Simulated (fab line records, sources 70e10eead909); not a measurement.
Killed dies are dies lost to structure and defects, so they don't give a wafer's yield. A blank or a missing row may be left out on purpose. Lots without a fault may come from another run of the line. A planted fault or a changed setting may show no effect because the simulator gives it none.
Chamber matching | flow nand_harc | NHARC_A_M1_DESCUM_14 on rie_diel-11: 4 sister chambers
The step chemistry O2, time 3 s. 18 wafers are shown with their chamber, then 9 later ones without.

WAFERS WITH THEIR CHAMBER
wafer  | chamber | drypump_motor_current_A (A) | oes_product_au (a.u.) | throttle_valve_pct (%)
L074.2 | 1       | 6.1                         | 1.002                 | 11.317
L074.3 | 2       | 5.4                         | 0.999                 | 11.312
L074.6 | 0       | 5.9                         | 1.006                 | 11.331
L076.2 | 3       | 5.4                         | 0.993                 | 11.321
L076.5 | 0       | 5.8                         | 0.994                 | 11.307
L076.6 | 1       | 6.1                         | 0.995                 | 11.301
L078.1 | 0       | 5.8                         | 1.006                 | 11.314
L078.2 | 2       | 5.4                         | 0.991                 | 11.301
L078.4 | 3       | 5.4                         | 1.012                 | 11.318
L087.2 | 0       | 5.8                         | 0.991                 | 11.323
L087.3 | 2       | 5.4                         | 1.000                 | 11.315
L087.4 | 3       | 5.4                         | 1.002                 | 11.308
L088.2 | 1       | 6.1                         | 0.995                 | 11.323
L088.4 | 0       | 5.9                         | 1.003                 | 11.320
L088.5 | 3       | 5.4                         | 1.011                 | 11.307
L091.2 | 1       | 6.1                         | 0.989                 | 11.313
L091.3 | 0       | 5.8                         | 0.994                 | 11.305
L091.4 | 2       | 5.4                         | 1.001                 | 11.312

SIGNATURES (means of the wafers above)
reading                 | chamber 0 | chamber 1 | chamber 2 | chamber 3 | scatter within a chamber
drypump_motor_current_A | 5.833     | 6.100     | 5.400     | 5.400     | 0.0309
oes_product_au          | 0.99900   | 0.99525   | 0.99775   | 1.00450   | 0.00661
throttle_valve_pct      | 11.31667  | 11.31350  | 11.31000  | 11.31350  | 0.00852
Rule: a wafer's distance from a chamber is the root of the sum, over the readings, of the square of ((its reading less the chamber's mean) divided by the reading's scatter). The wafer belongs to the nearest chamber; if the next one is less than 2 further off, it can't be placed. The scatter: the root of (the sum of the squares of (reading less its chamber's mean) over the shown wafers, divided by (wafers less chambers)).

WAFERS WITHOUT THEIR CHAMBER
wafer  | drypump_motor_current_A (A) | oes_product_au (a.u.) | throttle_valve_pct (%)
L090.1 | 6.1                         | 0.996                 | 11.299
L090.2 | 5.4                         | 0.991                 | 11.314
L090.3 | 5.9                         | 1.012                 | 11.309
L095.1 | 5.4                         | 0.994                 | 11.303
L095.2 | 5.9                         | 1.000                 | 11.311
L095.4 | 6.1                         | 1.000                 | 11.301
L094.2 | 5.8                         | 1.007                 | 11.322
L094.4 | 5.4                         | 1.005                 | 11.315
L094.5 | 5.4                         | 1.009                 | 11.302

WHICH CHAMBER EACH WENT THROUGH
wafer  | from the rows above     | in truth
L090.1 | 1                       | 1
L090.2 | can't be placed: 2 or 3 | 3
L090.3 | 0                       | 0
L095.1 | can't be placed: 2 or 3 | 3
L095.2 | 0                       | 0
L095.4 | 1                       | 1
L094.2 | 0                       | 0
L094.4 | can't be placed: 3 or 2 | 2
L094.5 | can't be placed: 3 or 2 | 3
Placed correctly: 5 of 9. Can't be placed from these rows: 4 (the true chamber is among the candidates in 4). Placed wrongly: 0.
